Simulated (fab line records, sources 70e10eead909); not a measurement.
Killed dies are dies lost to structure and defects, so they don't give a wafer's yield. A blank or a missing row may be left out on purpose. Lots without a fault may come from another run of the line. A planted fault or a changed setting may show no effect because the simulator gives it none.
fab line records | flow nand_harc | part 1 of 2: steps 1 to 28 of 42
record lots=5 wafers=15 last_day=27
route steps=1159 shown P_BONDPAD@382 A_START@389 A_ZERO_WELL@390 A_SOURCE_PLATE@413 A_ONON_D1@424
lots that met no fault: from a run of the same line without faults
start_h: hours from the record's first day to the start of the lot's first wafer shown | wait_h: hours since the lot's step before | " the same as in the row above | L1.1+2: a row that stands for several wafers | - no value, or no start given | * or withheld: withheld | < > ~ a bound
route shown NAME@n: a module of which the file shows steps, and the number in the route of the first | usual: mean/standard deviation of fault-free wafers | same: alike in all rows | chamber/n: place in a boat | sites: the reading at each site | _std_site: their standard deviation | _edge_site: outer sites' mean less inner sites' | radius_mm: how far each site lies from the wafer's centre | mask NAME#n: copy n | behind: the tool/chamber that last shaped the wafer | hold: why the lot was held/for how many hours/how that ended | device: the transistor (n, p or np) that didn't switch | end of line: the same wafers' tests at the end of the route | a step without rows: its recipe alone | killed: dies lost to structure and defects at the first sort, not the wafer's yield | map: a wafer's dies, x killed, . not, _ none there
set.NAME: the setting as run; set.NAME@STEP: as run at that earlier step | model.NAME: the simulator's own value behind a step, which no gauge read
lots at some steps of the route; a table a step, a row a wafer
services: from which hour (start_h, from the record's first day; less than 0 if before it) a tool's chamber was out of use, for how many hours, and why
## steps
# step NHARC_P_BONDPAD_SRD_21
# recipe time_s=30 temp_c=23 dry_time_s=20 spin_rpm=1500
# usual bath_heat_duty_pct=3.6/0.48
# columns lot.wafer tool chamber start_h wait_h bath_heat_duty_pct
L074.4 wet_bench-08 2 194.59 0.0 3.6
L074.2 " 4 " " 3.4
L074.3 " 6 " " 2.9
L078.2 wet_bench-10 6 195.71 0.0 2.9
L078.5 " 0 " " 3.4
L078.4 " 1 " " 3.7
L080.2 wet_bench-10 7 206.06 0.0 3.6
L080.1 " 1 " " 2.7
L080.3 " 3 " " 4.1
L085.4 wet_bench-08 1 218.15 0.0 2.9
L085.3 " 4 " " 3.4
L085.5 " 5 " " 3.2
L092.5 wet_bench-10 2 232.81 0.1 3.6
L092.3 " 3 " " 3.5
L092.4 " 4 " " 3.6
# step NHARC_P_BONDPAD_INSPECT_23
# usual raw_defect_count=287/84
# columns lot.wafer tool chamber start_h wait_h raw_defect_count
L074.2 defect_inspect-02 - 194.82 0.1 211
L074.3 " - " " 279
L074.4 " - " " 318
L078.2 defect_inspect-02 - 195.87 0.0 162
L078.4 " - " " 219
L078.5 " - " " 236
L080.1 defect_inspect-01 - 206.24 0.0 461
L080.2 " - " " 341
L080.3 " - " " 305
L085.3 defect_inspect-02 - 218.34 0.0 289
L085.4 " - " " 276
L085.5 " - " " 302
L092.3 defect_inspect-02 - 232.97 0.0 307
L092.4 " - " " 294
L092.5 " - " " 299
# step NHARC_P_BONDPAD_ACTIVATE_29
# recipe time_s=60 n2_flow_sccm=200 ar_flow_sccm=0 bias_power_w=0 chemistry=N2
# usual drypump_motor_current_A=5.9/0.33 oes_product_au=0.996/0.011 rf_vpp_V=64.2/0.94 showerhead_plenum_p_Torr=1.78/0.074
# columns lot.wafer tool chamber start_h wait_h drypump_motor_current_A oes_product_au rf_hours_counter_h rf_vpp_V showerhead_plenum_p_Torr
L074.3 rie_diel-01 1 194.88 0.1 6.4 0.986 5 65.0 1.70
L074.2 " 2 " " 6.0 1.007 6 64.5 1.88
L074.4 " 3 " " 5.7 1.002 7 63.4 1.76
L078.4 rie_diel-05 0 195.93 0.1 5.2 0.997 4 63.4 1.79
L078.2 " 3 " " 5.5 1.001 4 64.1 1.70
L078.5 " 1 " " 6.1 1.006 - 64.4 1.74
L080.3 rie_diel-01 2 206.30 0.1 6.0 1.006 8 66.0 1.88
L080.2 " 3 " " 5.7 1.007 9 64.4 1.76
L080.1 " 1 " " 6.4 0.987 7 62.4 1.70
L085.3 rie_diel-01 0 218.40 0.1 6.0 1.005 10 65.7 1.80
L085.4 " 1 " " 6.4 0.977 - 64.6 1.70
L085.5 " 3 " " 5.8 0.999 - 63.1 1.76
L092.3 rie_diel-01 2 233.05 0.1 6.0 1.000 10 65.0 1.88
L092.4 " 3 " " 5.7 0.999 12 64.2 1.76
L092.5 " 1 " " 6.4 0.974 - 64.2 1.69
# step NHARC_P_BONDPAD_PRECLEAN_30
# recipe time_s=300 temp_c=23 chemistry=DIW
# usual bath_heat_duty_pct=3.6/0.4
# columns lot.wafer tool chamber start_h wait_h bath_heat_duty_pct
L074.4 wet_bench-08 5 195.09 0.2 3.0
L074.3 " 7 " " 3.7
L074.2 " 0 " " 4.0
L078.2 wet_bench-10 1 196.11 0.1 3.7
L078.4 " 2 " " 3.3
L078.5 " 5 " " 3.9
L080.3 wet_bench-08 6 206.46 0.1 2.7
L080.2 " 0 " " 3.8
L080.1 " 1 " " 2.5
L085.4 wet_bench-10 1 218.61 0.1 3.6
L085.5 " 2 " " 3.5
L085.3 " 3 " " 4.1
L092.5 wet_bench-10 2 233.18 0.1 3.7
L092.3 " 4 " " 4.3
L092.4 " 7 " " 3.5
# step NHARC_P_BONDPAD_SRD_31
# recipe time_s=30 temp_c=23 dry_time_s=20 spin_rpm=1500
# usual bath_heat_duty_pct=3.5/0.51
# columns lot.wafer tool chamber start_h wait_h bath_heat_duty_pct
L074.4 wet_bench-08 5 - - 3.1
L074.3 " 7 " " 4.1
L074.2 " 0 " " 3.2
L078.2 wet_bench-10 1 - - 3.5
L078.4 " 2 " " 4.2
L078.5 " 5 " " 3.7
L080.3 wet_bench-08 6 - - 3.1
L080.2 " 0 " " 2.7
L080.1 " 1 " " 3.4
L085.4 wet_bench-10 1 - - 3.6
L085.5 " 2 " " 4.2
L085.3 " 3 " " 3.2
L092.5 wet_bench-10 2 - - 3.7
L092.3 " 4 " " 4.3
L092.4 " 7 " " 3.1
# step NHARC_A_START_INSPECT_01
# usual raw_defect_count=3.3/1.8
# columns lot.wafer tool chamber start_h wait_h raw_defect_count
L074.2 defect_inspect-02 - 195.37 - 2
L074.3 " - " " 4
L074.4 " - " " 2
L078.2 defect_inspect-02 - 196.35 - 7
L078.4 " - " " 1
L078.5 " - " " 2
L080.1 defect_inspect-01 - 206.71 - 3
L080.2 " - " " 3
L080.3 " - " " 3
L085.3 defect_inspect-02 - 218.85 - 2
L085.4 " - " " 2
L085.5 " - " " 4
L092.3 defect_inspect-02 - 233.44 - 6
L092.4 " - " " 4
L092.5 " - " " 3
# step NHARC_A_ZERO_WELL_PRECLEAN_00
# recipe time_s=600 temp_c=120 chemistry=SPM
# usual bath_heat_duty_pct=13.6/1.4
# columns lot.wafer tool chamber start_h wait_h bath_heat_duty_pct
L074.2 wet_bench-07 7 195.46 0.1 14.7
L074.4 " 1 " " 12.8
L074.3 " 3 " " 12.4
L078.2 wet_bench-07 3 196.45 0.1 12.3
L078.5 " 4 " " 13.4
L078.4 " 5 " " 13.5
L080.3 wet_bench-09 6 206.79 0.1 13.4
L080.2 " 1 " " 14.4
L080.1 " 2 " " 12.1
L085.3 wet_bench-05 3 218.93 0.1 17.2
L085.5 " 4 " " 12.7
L085.4 " 6 " " 14.0
L092.5 wet_bench-07 6 233.54 0.1 12.9
L092.3 " 7 " " 12.7
L092.4 " 0 " " 14.2
# step NHARC_A_ZERO_WELL_SRD_01
# columns lot.wafer tool chamber start_h wait_h
L074.2+4+3 wet_bench-07 7,1,3 - -
L078.2+5+4 wet_bench-07 3,4,5 - -
L080.3+2+1 wet_bench-09 6,1,2 - -
L085.3+5+4 wet_bench-05 3,4,6 - -
L092.5+3+4 wet_bench-07 6,7,0 - -
# step NHARC_A_ZERO_WELL_DEHYDRATE_02
# recipe temp_c=150 time_s=120
# columns lot.wafer tool chamber start_h wait_h
L074.2+3+4 litho_track-03 0 195.78 -
L078.2+4+5 litho_track-05 0 196.75 -
L080.1+2+3 litho_track-05 0 207.10 -
L085.3+4+5 litho_track-05 0 219.25 -
L092.3+4+5 litho_track-03 0 233.85 -
# step NHARC_A_ZERO_WELL_HMDS_03
# recipe time_s=30
# columns lot.wafer tool chamber start_h wait_h
L074.2+3+4 litho_track-03 0 - -
L078.2+4+5 litho_track-05 0 - -
L080.1+2+3 litho_track-05 0 - -
L085.3+4+5 litho_track-05 0 - -
L092.3+4+5 litho_track-03 0 - -
# step NHARC_A_ZERO_WELL_COAT_18
# recipe temp_c=200 time_s=65
# columns lot.wafer tool chamber start_h wait_h
L074.2+3+4 litho_track-03 0 - -
L078.2+4+5 litho_track-05 0 - -
L080.1+2+3 litho_track-05 0 - -
L085.3+4+5 litho_track-05 0 - -
L092.3+4+5 litho_track-03 0 - -
# step NHARC_A_ZERO_WELL_COAT_04
# recipe spin_rpm=2000 resist_thk_nm=600
# columns lot.wafer tool chamber start_h wait_h
L074.2+3+4 litho_track-03 0 - -
L078.2+4+5 litho_track-05 0 - -
L080.1+2+3 litho_track-05 0 - -
L085.3+4+5 litho_track-05 0 - -
L092.3+4+5 litho_track-03 0 - -
# step NHARC_A_ZERO_WELL_SOFTBAKE_05
# recipe temp_c=125 time_s=70
# columns lot.wafer tool chamber start_h wait_h
L074.2+3+4 litho_track-03 0 - -
L078.2+4+5 litho_track-05 0 - -
L080.1+2+3 litho_track-05 0 - -
L085.3+4+5 litho_track-05 0 - -
L092.3+4+5 litho_track-03 0 - -
# step NHARC_A_ZERO_WELL_EBR_06
# columns lot.wafer tool chamber start_h wait_h
L074.2+3+4 litho_track-03 0 - -
L078.2+4+5 litho_track-05 0 - -
L080.1+2+3 litho_track-05 0 - -
L085.3+4+5 litho_track-05 0 - -
L092.3+4+5 litho_track-03 0 - -
# step NHARC_A_ZERO_WELL_EXPOSE_07
# recipe na=0.55 dose_mj=33.85 mask_id=A_ZERO
# usual reticle_temp_C=23.02/0.11
# columns lot.wafer tool chamber start_h wait_h mask reticle_temp_C
L074.2 krf_scanner-02 0 196.07 - A_ZERO#0 23.04
L074.3 " 0 " " A_ZERO#0 23.18
L074.4 " 0 " " A_ZERO#0 23.13
L078.2 krf_scanner-03 0 197.04 - A_ZERO#0 23.09
L078.4 " 0 " " A_ZERO#0 23.07
L078.5 " 0 " " A_ZERO#0 23.07
L080.1 krf_scanner-02 0 207.39 - A_ZERO#0 23.01
L080.2 " 0 " " A_ZERO#0 22.90
L080.3 " 0 " " A_ZERO#0 22.92
L085.3 krf_scanner-03 0 219.55 - A_ZERO#0 22.90
L085.4 " 0 " " A_ZERO#0 22.94
L085.5 " 0 " " A_ZERO#0 23.16
L092.3 krf_scanner-03 0 234.03 - A_ZERO#0 23.09
L092.4 " 0 " " A_ZERO#0 23.02
L092.5 " 0 " " A_ZERO#0 22.99
# step NHARC_A_ZERO_WELL_PEB_08
# recipe peb_temp_c=128 peb_time_s=80
# columns lot.wafer tool chamber start_h wait_h
L074.2+3+4 litho_track-03 0 196.14 0.1
L078.2+4+5 litho_track-05 0 197.10 0.1
L080.1+2+3 litho_track-03 0 207.46 0.1
L085.3+4+5 litho_track-02 0 219.61 0.1
L092.3+4+5 litho_track-03 0 234.09 0.1
# step NHARC_A_ZERO_WELL_DEVELOP_09
# recipe time_s=50 dev_temp_c=22
# columns lot.wafer tool chamber start_h wait_h
L074.2+3+4 litho_track-03 0 - -
L078.2+4+5 litho_track-05 0 - -
L080.1+2+3 litho_track-03 0 - -
L085.3+4+5 litho_track-02 0 - -
L092.3+4+5 litho_track-03 0 - -
# step NHARC_A_ZERO_WELL_CD_MEAS_10
# recipe target_cd_nm=2000 landing_energy_ev=500
# usual cd_nm=1999.8/1.6
# columns lot.wafer tool chamber start_h wait_h cd_nm
L074.2 cd_sem-02 0 196.23 - 1999.6
L074.3 " 0 " " 1999.9
L074.4 " 0 " " 1997.3
L078.2 cd_sem-01 0 197.19 - 1999.8
L078.4 " 0 " " 1998.1
L078.5 " 0 " " 2000.2
L080.1 cd_sem-03 0 207.55 - 2000.8
L080.2 " 0 " " 1998.7
L080.3 " 0 " " 2000.1
L085.3 cd_sem-01 0 219.71 - 2002.4
L085.4 " 0 " " 2002.0
L085.5 " 0 " " 2000.7
L092.3 cd_sem-01 0 234.18 - 1999.6
L092.4 " 0 " " 1997.8
L092.5 " 0 " " 1998.3
# step NHARC_A_ZERO_WELL_HARDBAKE_11
# recipe temp_c=118 time_s=65
# columns lot.wafer tool chamber start_h wait_h
L074.2+3+4 litho_track-03 0 196.31 -
L078.2+4+5 litho_track-05 0 197.27 -
L080.1+2+3 litho_track-02 0 207.63 -
L085.3+4+5 litho_track-05 0 219.80 -
L092.3+4+5 litho_track-05 0 234.26 -
# step NHARC_A_ZERO_WELL_DESCUM_12
# recipe time_s=3 o2_flow_sccm=200 ar_flow_sccm=0 bias_power_w=0 chemistry=O2
# usual drypump_motor_current_A=5.7/0.58 oes_product_au=0.999/0.0085 rf_vpp_V=57.9/0.85 showerhead_plenum_p_Torr=1.93/0.085 throttle_valve_pct=11.311/0.0092
# columns lot.wafer tool chamber start_h wait_h drypump_motor_current_A oes_product_au rf_hours_counter_h rf_vpp_V showerhead_plenum_p_Torr throttle_valve_pct
L074.3 rie_diel-08 3 196.38 - 5.8 1.010 5 58.4 1.88 11.307
L074.4 " 1 " " 5.4 0.996 5 58.4 2.03 11.309
L074.2 " 2 " " 5.9 1.009 5 56.0 1.85 11.312
L078.2 rie_diel-03 1 197.35 - 6.1 1.007 11 57.9 1.84 11.319
L078.4 " 3 " " 5.0 1.008 8 57.3 1.82 11.303
L078.5 " 0 " " 4.7 0.993 - 58.7 2.03 11.310
L080.3 rie_diel-03 1 207.70 - 6.1 1.003 12 57.5 1.84 11.319
L080.2 " 2 " " 6.8 0.984 11 57.7 2.02 11.314
L080.1 " 0 " " 4.7 0.983 11 58.7 2.03 11.304
L085.3 rie_diel-12 0 220.03 - 5.4 0.995 2 56.4 1.86 11.296
L085.4 " 3 " " 5.9 1.006 2 57.1 2.06 11.327
L085.5 " 1 " " 6.4 0.989 - 57.5 1.96 11.307
L092.4 rie_diel-08 2 234.33 - 5.9 1.005 9 56.7 1.85 11.314
L092.3 " 3 " " 5.8 1.007 8 57.2 1.88 11.305
L092.5 " 2 " " 5.8 1.009 - 56.6 1.85 11.297
# step NHARC_A_ZERO_WELL_ETCH_19
# recipe target_depth_a=800 overetch_a=240 time_s=87.88 ion_energy_ev=200 n2_flow_sccm=150 h2_flow_sccm=150 ar_flow_sccm=0 rf_w=400 bias_w=150 chemistry=N2/H2
# usual drypump_motor_current_A=5.7/0.59 oes_product_au=0.998/0.0086 rf_vpp_V=431.0/2.8 showerhead_plenum_p_Torr=2.05/0.093 throttle_valve_pct=14.172/0.0096
# columns lot.wafer tool chamber start_h wait_h drypump_motor_current_A oes_product_au rf_hours_counter_h rf_vpp_V showerhead_plenum_p_Torr throttle_valve_pct
L074.2 rie_diel-08 0 196.47 0.1 5.5 0.983 4 430.9 2.08 14.181
L074.3 " 1 " " 5.4 0.993 5 434.4 2.16 14.175
L074.4 " 2 " " 5.9 0.998 5 429.4 1.97 14.171
L078.4 rie_diel-03 2 197.44 0.1 6.8 0.987 11 433.2 2.16 14.173
L078.2 " 3 " " 5.0 1.000 8 428.5 1.94 14.185
L078.5 " 2 " " 6.8 0.983 - 433.7 2.16 14.183
L080.1 rie_diel-03 3 207.80 0.1 5.0 1.004 8 426.8 1.94 14.167
L080.2 " 0 " " 4.7 0.995 11 434.3 2.17 14.181
L080.3 " 1 " " 6.1 1.010 12 429.3 1.96 14.185
L085.4 rie_diel-12 2 220.12 0.1 5.3 1.001 1 427.6 1.96 14.160
L085.3 " 0 " " 5.4 0.998 2 428.0 1.99 14.180
L085.5 " 2 " " 5.3 0.998 - 428.0 1.96 14.181
L092.3 rie_diel-08 0 234.42 0.1 5.5 0.991 7 431.2 2.08 14.152
L092.4 " 1 " " 5.3 0.998 8 434.3 2.16 14.174
L092.5 " 0 " " 5.5 0.997 - 432.1 2.08 14.187
# step NHARC_A_ZERO_WELL_ETCH_13
# recipe target_depth_a=1200 time_s=40.1 hbr_flow_sccm=150 cl2_flow_sccm=50 rf_w=400 icp_w=400 bias_w=100 chemistry=HBr/Cl2
# usual drypump_motor_current_A=5.5/0.37 oes_product_au=1.002/0.01 throttle_valve_pct=26.406/0.0086
# columns lot.wafer tool chamber start_h wait_h drypump_motor_current_A oes_product_au rf_hours_counter_h throttle_valve_pct
L074.2 rie_si-06 1 196.59 - 5.8 1.004 0.0 26.396
L074.4 " 3 " " 5.1 1.000 0.1 26.411
L074.3 " 0 " " 4.9 0.991 0.0 26.396
L078.2 rie_si-03 3 197.57 - 5.6 1.000 0.4 26.412
L078.4 " 0 " " 5.3 1.024 0.3 26.406
L078.5 " 1 " " 5.7 0.998 - 26.398
L080.1 rie_si-05 3 207.91 - 5.9 0.993 1.1 26.409
L080.2 " 0 " " 5.9 1.002 0.6 26.405
L080.3 " 1 " " 5.9 1.007 0.7 26.418
L085.3 rie_si-06 2 220.23 - 5.8 1.006 0.3 26.413
L085.4 " 1 " " 5.8 1.007 0.3 26.404
L085.5 " 2 " " 5.7 1.008 - 26.406
L092.3 rie_si-03 3 234.53 - 5.6 0.989 0.7 26.399
L092.4 " 1 " " 5.7 1.007 0.8 26.409
L092.5 " 0 " " 5.3 1.017 - 26.395
# step NHARC_A_ZERO_WELL_STRIP_14
# recipe time_s=900 temp_c=130 chemistry=SPM
# usual bath_heat_duty_pct=15.2/1.8
# columns lot.wafer tool chamber start_h wait_h bath_heat_duty_pct
L074.4 wet_bench-07 6 196.74 - 14.3
L074.3 " 0 " " 14.0
L074.2 " 1 " " 14.8
L078.5 wet_bench-07 4 197.70 - 15.8
L078.4 " 6 " " 13.4
L078.2 " 0 " " 14.6
L080.1 wet_bench-05 6 208.08 - 15.9
L080.3 " 0 " " 17.2
L080.2 " 3 " " 17.7
L085.3 wet_bench-05 4 220.39 - 14.3
L085.4 " 6 " " 16.5
L085.5 " 0 " " 17.6
L092.4 wet_bench-05 0 234.69 - 17.1
L092.3 " 1 " " 15.8
L092.5 " 2 " " 15.5
# step NHARC_A_ZERO_WELL_IMPLANT_15
# recipe energy_kev=150 dose_cm2=1e+13 tilt_deg=7
# usual dose_ions_cm2=1e+13/1e+10 faraday_current_uA=127.2/2.3
# columns lot.wafer tool chamber start_h wait_h dose_ions_cm2 faraday_current_uA
L074.2 implanter-02 0 197.17 0.1 1.0009e+13 127.5
L074.3 " 0 " " 1.0004e+13 129.4
L074.4 " 0 " " 9.998e+12 127.2
L078.2 implanter-02 0 198.13 0.1 1.0008e+13 126.4
L078.4 " 0 " " 1e+13 122.0
L078.5 " 0 " " 9.992e+12 128.3
L080.1 implanter-01 0 208.48 0.1 1.0001e+13 128.1
L080.2 " 0 " " 9.993e+12 126.6
L080.3 " 0 " " 9.986e+12 129.1
L085.3 implanter-02 0 220.85 0.1 9.993e+12 123.6
L085.4 " 0 " " 9.999e+12 127.7
L085.5 " 0 " " 1.001e+13 131.5
L092.3 implanter-01 0 235.15 0.1 1.0006e+13 126.1
L092.4 " 0 " " 1.0001e+13 127.2
L092.5 " 0 " " 9.998e+12 126.0
# step NHARC_A_ZERO_WELL_PRECLEAN_22
# recipe time_s=60 temp_c=50 bath_age_min=0 chemistry=SC1
# usual bath_heat_duty_pct=7.3/0.81
# columns lot.wafer tool chamber start_h wait_h bath_heat_duty_pct
L074.3 wet_bench-09 2 197.35 0.1 6.4
L074.4 " 5 " " 8.0
L074.2 " 6 " " 7.0
L078.5 wet_bench-09 4 198.31 0.1 5.9
L078.2 " 6 " " 6.8
L078.4 " 7 " " 7.0
L080.3 wet_bench-05 3 208.70 0.1 7.8
L080.2 " 4 " " 7.7
L080.1 " 5 " " 7.3
L085.4 wet_bench-07 0 221.01 0.1 7.6
L085.3 " 1 " " 7.5
L085.5 " 4 " " 6.6
L092.5 wet_bench-07 3 235.31 0.1 6.6
L092.3 " 4 " " 6.8
L092.4 " 7 " " 8.3
# step NHARC_A_ZERO_WELL_SRD_23
# columns lot.wafer tool chamber start_h wait_h
L074.3+4+2 wet_bench-09 2,5,6 - -
L078.5+2+4 wet_bench-09 4,6,7 - -
L080.3+2+1 wet_bench-05 3,4,5 - -
L085.4+3+5 wet_bench-07 0,1,4 - -
L092.5+3+4 wet_bench-07 3,4,7 - -
# step NHARC_A_ZERO_WELL_RTA_16
# recipe temp_c=1000 time_s=10
# usual lamp_power_pct=32/6.3 lamp_zone_2_pct=32/6.3 lamp_zone_5_pct=32/6.3 lamp_zone_7_pct=32/6.4 wafer_temp_C_max=1005.1/1.1
# columns lot.wafer tool chamber start_h wait_h lamp_power_pct lamp_zone_2_pct lamp_zone_5_pct lamp_zone_7_pct wafer_temp_C_max
L074.2 rtp_anneal-01 0 197.68 - 37 37 38 38 1006.5
L074.3 " 0 " " 37 37 37 38 1006.4
L074.4 " 0 " " 37 37 37 38 1005.4
L078.2 rtp_anneal-01 0 198.47 - 37 37 37 38 1005.9
L078.4 " 0 " " 37 37 37 38 1006.7
L078.5 " 0 " " 37 37 37 38 1005.2
L080.1 rtp_anneal-02 0 208.83 - 25 25 25 25 1005.4
L080.2 " 0 " " 25 25 25 25 1005.4
L080.3 " 0 " " 25 25 25 25 1004.5
L085.3 rtp_anneal-02 0 221.19 - 25 25 25 25 1003.2
L085.4 " 0 " " 25 25 25 25 1003.2
L085.5 " 0 " " 25 25 25 25 1003.6
L092.3 rtp_anneal-01 0 235.60 - 37 37 37 38 1007.2
L092.4 " 0 " " 37 37 37 38 1005.2
L092.5 " 0 " " 37 37 37 38 1005.2
# step NHARC_A_ZERO_WELL_INSPECT_17
# usual raw_defect_count=10/5.4
# columns lot.wafer tool chamber start_h wait_h raw_defect_count
L074.2 defect_inspect-02 - 197.85 0.1 7
L074.3 " - " " 7
L074.4 " - " " 16
L078.2 defect_inspect-02 - 198.64 0.1 10
L078.4 " - " " 26
L078.5 " - " " 11
L080.1 defect_inspect-02 - 209.03 0.2 7
L080.2 " - " " 18
L080.3 " - " " 2
L085.3 defect_inspect-02 - 221.33 0.1 5
L085.4 " - " " 11
L085.5 " - " " 9
L092.3 defect_inspect-02 - 235.74 0.1 7
L092.4 " - " " 10
L092.5 " - " " 13
